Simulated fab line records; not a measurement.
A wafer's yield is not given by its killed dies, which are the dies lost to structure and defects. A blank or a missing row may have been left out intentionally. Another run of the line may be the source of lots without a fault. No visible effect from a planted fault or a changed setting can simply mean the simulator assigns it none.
fab line records    flow nand-harc    part 2 of 2: steps 25 to 36 of 36
[record] lots = 5  wafers = 15  last-day = 23
route steps=1159 shown P_GATE@131
lots that met no fault: from a run of the same line without faults
start-h: hours from the record's opening day to when the first of the lot's shown wafers began    wait-h: hours from the lot's prior step to this one    " identical to the entry in the row above    L1.1+2: one row covering several wafers at once    - value missing, or start not given    * or withheld: withheld    < > ~ a bound
route shown NAME@n: NAME is a module with steps in the file, n the number in the route of the first one    usual: mean and standard deviation over wafers with no fault    same: alike in all rows    chamber/n: place in a boat    sites: each site's reading    _std_site: their standard deviation    _edge_site: the outer-site mean with the inner-site mean subtracted    radius-mm: for every site, how far away it sits from the centre of the wafer    mask NAME#n: copy n    behind: tool/chamber where the wafer was last shaped    hold: why the lot was held/for how many hours/how that ended    device: the n, p or np transistor that did not switch    end of line: at the end of the route, the tests of the same wafers    step lacking rows: just its recipe    killed: dies lost to structure and defects at the first sort, not the wafer's yield    map: dies across one wafer; x = killed, . = not, _ = none there
set.NAME: the run value of the setting; set.NAME@STEP: its run value at that earlier step    model.NAME: the simulator's own value behind a step, which no gauge read
lots seen at some steps along the route; tables by step, rows by wafer
services: the hour from which a tool's chamber was out of use, counted from the record's first day as start-h (under 0 if before that day), plus the number of hours and why
[[steps]]
[step NHARC_P_GATE_ALD_36]
[recipe] target-thk-a = 200  pulse-time-s = 60  ald-cycles = 223  temp-c = 400  material = SiNx
[usual] heater-power-outer-w = 516/71  heater-power-w = 840/97  precursor-pulse-height-rel = 1.000/0.02
lot.wafer  tool        chamber  start-h  wait-h  heater-power-outer-w  heater-power-w  precursor-pulse-height-rel
L076.1     ald-sin-03  1        108.69   -       649                   977             0.960
L076.4     "           3        110.80   -       473                   835             1.038
L076.5     "           1        112.91   -       637                   1002            0.985
L080.3     ald-sin-02  0        123.62   -       508                   799             1.007
L080.2     "           2        125.73   -       565                   901             0.991
L080.6     "           3        126.79   -       468                   772             1.003
L081.3     ald-sin-02  3        136.97   -       461                   767             1.021
L081.6     "           0        138.37   -       499                   797             0.984
L081.5     "           3        141.15   -       467                   777             1.007
L091.3     ald-sin-01  0        189.80   -       522                   835             0.987
L091.1     "           2        191.91   -       456                   828             0.988
L091.6     "           0        194.01   -       509                   834             0.994
L093.4     ald-sin-03  1        206.77   -       585                   884             1.024
L093.6     "           3        208.91   -       456                   778             0.997
L093.5     "           0        209.98   -       529                   922             0.997
[step NHARC_P_GATE_ETCHBACK_37]
[recipe] target-depth-a = 345  time-s = 17.2  chf3-flow-sccm = 50  o2-flow-sccm = 10  ar-flow-sccm = 200  rf-w = 500  bias-w = 200  chemistry = CHF3/O2
[usual] chf3-flow-sccm = 50.00/0.15  drypump-motor-current-A = 5.6/0.61  o2-flow-sccm = 10.001/0.029  oes-product-au = 0.944/0.026  rf-vpp-V = 370.3/2.1  showerhead-plenum-p-Torr = 2.38/0.085  throttle-valve-pct = 20.572/0.0085
lot.wafer  tool         chamber  start-h  wait-h  chf3-flow-sccm  drypump-motor-current-A  o2-flow-sccm  oes-product-au  rf-hours-counter-h  rf-vpp-V  showerhead-plenum-p-Torr  throttle-valve-pct
L076.4     rie-diel-10  2        -        -       49.77           5.3                      10.012        0.947           24                  366.7     2.25                      20.574
L076.1     "            0        "        "       49.95           5.3                      9.994         0.926           22                  370.8     2.48                      20.566
L076.5     "            1        "        "       50.07           6.8                      10.027        0.954           -                   369.3     2.37                      20.578
L080.2     rie-diel-10  1        -        -       50.22           6.7                      9.910         0.956           27                  369.6     2.36                      20.563
L080.3     "            2        "        "       49.75           5.3                      10.037        0.941           27                  367.7     2.25                      20.569
L080.6     "            0        "        "       50.15           5.3                      10.010        0.920           -                   371.9     2.48                      20.561
L081.3     rie-diel-03  2        -        -       50.20           5.2                      9.980         0.949           33                  372.4     2.50                      20.581
L081.5     "            0        "        "       49.99           5.1                      9.952         0.944           -                   370.2     2.40                      20.572
L081.6     "            2        "        "       49.80           5.2                      10.003        0.945           -                   372.8     2.50                      20.564
L091.3     rie-diel-03  0        -        -       50.03           5.1                      9.939         0.939           53                  372.2     2.40                      20.565
L091.1     "            1        "        "       49.99           4.9                      10.027        0.921           51                  370.6     2.46                      20.562
L091.6     "            0        "        "       49.90           5.1                      9.957         0.941           -                   371.7     2.40                      20.565
L093.4     rie-diel-03  3        -        -       50.15           6.0                      9.993         0.942           50                  370.3     2.39                      20.557
L093.6     "            0        "        "       49.94           5.1                      10.004        0.932           -                   371.1     2.40                      20.585
L093.5     "            1        "        "       50.03           4.9                      10.002        0.925           -                   372.2     2.46                      20.574
[step NHARC_P_GATE_STRIP_101]
[recipe] time-s = 20  o2-flow-sccm = 500  ar-flow-sccm = 0  bias-w = 0  chemistry = O2
[usual] drypump-motor-current-A = 5.6/0.57  o2-flow-sccm = 500.2/1.6  oes-product-au = 1.009/0.019  rf-vpp-V = 57.7/0.86  showerhead-plenum-p-Torr = 3.49/0.13  throttle-valve-pct = 17.036/0.0084
lot.wafer  tool         chamber  start-h  wait-h  drypump-motor-current-A  o2-flow-sccm  oes-product-au  rf-hours-counter-h  rf-vpp-V  showerhead-plenum-p-Torr  throttle-valve-pct
L076.4     rie-diel-10  2        118.29   0.1     5.3                      499.1         1.010           24                  57.0      3.32                      17.041
L076.1     "            0        "        "       5.3                      500.8         0.998           22                  58.6      3.65                      17.029
L076.5     "            2        "        "       5.3                      497.7         1.019           -                   58.6      3.31                      17.032
L080.3     rie-diel-10  1        132.17   0.1     6.8                      501.1         1.027           27                  57.8      3.48                      17.037
L080.2     "            2        "        "       5.3                      498.4         1.018           27                  57.8      3.31                      17.029
L080.6     "            1        "        "       6.8                      499.2         1.025           -                   58.0      3.47                      17.024
L081.3     rie-diel-03  0        145.82   0.1     5.1                      499.0         1.014           33                  58.6      3.53                      17.024
L081.5     "            0        "        "       5.1                      502.3         1.015           -                   58.9      3.53                      17.033
L081.6     "            2        "        "       5.2                      498.8         1.015           -                   60.3      3.66                      17.033
L091.3     rie-diel-03  1        198.53   0.2     4.9                      500.1         0.982           51                  58.0      3.61                      17.038
L091.1     "            2        "        "       5.2                      498.4         1.019           55                  58.7      3.65                      17.038
L091.6     "            0        "        "       5.1                      500.9         1.014           -                   58.0      3.52                      17.055
L093.4     rie-diel-03  0        214.33   0.1     5.1                      499.6         1.011           58                  57.5      3.52                      17.038
L093.5     "            2        "        "       5.2                      500.9         1.018           -                   57.6      3.65                      17.047
L093.6     "            3        "        "       6.1                      500.1         1.028           -                   57.8      3.51                      17.045
[step NHARC_P_GATE_PRECLEAN_97]
[recipe] time-s = 600  temp-c = 120  chemistry = SPM
lot.wafer   tool          chamber  start-h  wait-h
L076.5+4+1  wet-bench-06  4,7,0    118.38   -
L080.6+3+2  wet-bench-06  6,7,0    132.28   -
L081.5+6+3  wet-bench-09  7,1,4    145.92   -
L091.3+1+6  wet-bench-06  6,0,1    198.63   -
L093.6+5+4  wet-bench-06  5,6,7    214.42   -
[step NHARC_P_GATE_SRD_98]
lot.wafer   tool          chamber  start-h  wait-h
L076.5+4+1  wet-bench-06  4,7,0    -        -
L080.6+3+2  wet-bench-06  6,7,0    -        -
L081.5+6+3  wet-bench-09  7,1,4    -        -
L091.3+1+6  wet-bench-06  6,0,1    -        -
L093.6+5+4  wet-bench-06  5,6,7    -        -
[step NHARC_P_GATE_PRECLEAN_99]
[recipe] time-s = *  temp-c = 50  bath-age-min = 0  chemistry = SC1
lot.wafer   tool          chamber  start-h  wait-h
L076.5+4+1  wet-bench-06  4,7,0    -        -
L080.6+3+2  wet-bench-06  6,7,0    -        -
L081.5+6+3  wet-bench-09  7,1,4    -        -
L091.3+1+6  wet-bench-06  6,0,1    -        -
L093.6+5+4  wet-bench-06  5,6,7    -        -
[step NHARC_P_GATE_SRD_100]
lot.wafer   tool          chamber  start-h  wait-h
L076.5+4+1  wet-bench-06  4,7,0    -        -
L080.6+3+2  wet-bench-06  6,7,0    -        -
L081.5+6+3  wet-bench-09  7,1,4    -        -
L091.3+1+6  wet-bench-06  6,0,1    -        -
L093.6+5+4  wet-bench-06  5,6,7    -        -
[step NHARC_P_GATE_DEHYDRATE_38]
[recipe] temp-c = 150  time-s = 120
lot.wafer   tool            chamber  start-h  wait-h
L076.1+4+5  litho-track-07  0        118.78   -
L080.2+3+6  litho-track-05  0        132.66   -
L081.3+5+6  litho-track-02  0        146.34   -
L091.1+3+6  litho-track-05  0        199.02   -
L093.4+5+6  litho-track-05  0        214.82   -
[step NHARC_P_GATE_HMDS_39]
[recipe] time-s = 30
lot.wafer   tool            chamber  start-h  wait-h
L076.1+4+5  litho-track-07  0        -        -
L080.2+3+6  litho-track-05  0        -        -
L081.3+5+6  litho-track-02  0        -        -
L091.1+3+6  litho-track-05  0        -        -
L093.4+5+6  litho-track-05  0        -        -
[step NHARC_P_GATE_COAT_40]
[recipe] spin-rpm = 3000
[usual] spin-speed-rpm = 3000.0/2
lot.wafer  tool            chamber  start-h  wait-h  spin-speed-rpm
L076.1     litho-track-07  0        -        -       3002.2
L076.4     "               0        "        "       3001.7
L076.5     "               0        "        "       3002.9
L080.2     litho-track-05  0        -        -       2999.3
L080.3     "               0        "        "       3001.1
L080.6     "               0        "        "       3000.4
L081.3     litho-track-02  0        -        -       2998.2
L081.5     "               0        "        "       2998.4
L081.6     "               0        "        "       3000.4
L091.1     litho-track-05  0        -        -       2997.5
L091.3     "               0        "        "       2998.0
L091.6     "               0        "        "       2997.6
L093.4     litho-track-05  0        -        -       3000.5
L093.5     "               0        "        "       3001.7
L093.6     "               0        "        "       3002.9
[step NHARC_P_GATE_SOFTBAKE_41]
[recipe] temp-c = 122  time-s = 95
lot.wafer   tool            chamber  start-h  wait-h
L076.1+4+5  litho-track-07  0        -        -
L080.2+3+6  litho-track-05  0        -        -
L081.3+5+6  litho-track-02  0        -        -
L091.1+3+6  litho-track-05  0        -        -
L093.4+5+6  litho-track-05  0        -        -
[step NHARC_P_GATE_EBR_42]
lot.wafer   tool            chamber  start-h  wait-h
L076.1+4+5  litho-track-07  0        -        -
L080.2+3+6  litho-track-05  0        -        -
L081.3+5+6  litho-track-02  0        -        -
L091.1+3+6  litho-track-05  0        -        -
L093.4+5+6  litho-track-05  0        -        -
[[services]]
tool             chamber  start-h  hours  kind
arfi-scanner-01  -        92.48    1.0    repair
litho-track-01   -        93.00    7.0    pm
rie-diel-10      0        95.88    4.9    repair
rie-diel-10      3        97.00    3.0    repair
rie-diel-12      0        102.75   2.9    repair
wet-bench-09     -        112.80   8.0    pm
litho-track-06   -        117.00   7.0    pm
rie-diel-03      1        138.98   11.3   repair
litho-track-04   -        141.00   7.0    pm
rie-diel-12      2        143.75   1.7    repair
wet-bench-04     -        145.75   1.5    repair
pecvd-02         -        153.01   13.0   pm
wet-bench-06     -        157.59   8.0    pm
arfi-scanner-03  -        158.06   4.0    pm
wet-bench-04     -        163.20   8.0    pm
arfi-scanner-03  -        164.05   0.7    repair
litho-track-02   -        165.00   7.0    pm
rie-diel-10      -        176.51   9.0    pm
litho-track-07   -        189.00   7.0    pm
arfi-scanner-03  -        193.42   7.1    repair
rie-diel-12      -        197.12   5.7    repair
rie-diel-12      -        202.83   9.0    pm
pecvd-02         -        209.51   1.1    repair
rie-si-02        -        211.00   9.0    pm
